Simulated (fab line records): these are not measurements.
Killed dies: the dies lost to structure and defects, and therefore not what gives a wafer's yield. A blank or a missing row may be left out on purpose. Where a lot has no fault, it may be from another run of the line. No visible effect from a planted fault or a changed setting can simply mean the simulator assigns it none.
Chamber matching    flow n5Finfet    N5_BEOL_M9_ETCH_76 on rieDiel-02: 4 sister chambers
The step etches underlayer in N2/H2, target depth 6.5 nm, time 5.2 s. 4 wafers are shown with their chamber, then 8 later ones without.

WAFERS PAIRED WITH THEIR CHAMBERS
wafer   chamber  throttleValvePct (%)
L083.3  2        17.80
L083.5  0        17.61
L085.5  3        18.16
L086.3  1        18.27

WAFERS MISSING THEIR CHAMBER
wafer   throttleValvePct (%)
L086.4  17.67
L086.6  18.25
L094.2  17.72
L094.3  17.85
L094.6  17.67
L096.1  17.74
L096.3  17.73
L096.5  17.69

WHICH CHAMBER EACH WENT THROUGH
wafer   from the rows above      in truth
L086.4  can't be placed: 0 or 2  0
L086.6  can't be placed: 1 or 3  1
L094.2  can't be placed: 2 or 0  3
L094.3  2                        2
L094.6  can't be placed: 0 or 2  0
L096.1  can't be placed: 2 or 0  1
L096.3  can't be placed: 2 or 0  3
L096.5  can't be placed: 0 or 2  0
Placed correctly: 1 of 8. These rows do not allow placing 7 (true chamber among the candidates in 4). Placed wrongly: 0.
How it was worked out, from the rows above alone: a wafer's distance from a chamber is the root of the sum, over the readings, of the square of ((its reading less the chamber's mean) divided by the reading's scatter). If the next closest chamber is less than 2 further off than the closest, the wafer can't be placed; otherwise it belongs to the closest. The mean given for a chamber averages the wafers shown for that chamber. The scatter: root of mean squared gap, hidden wafer to nearest shown wafer, with one shown wafer a chamber.
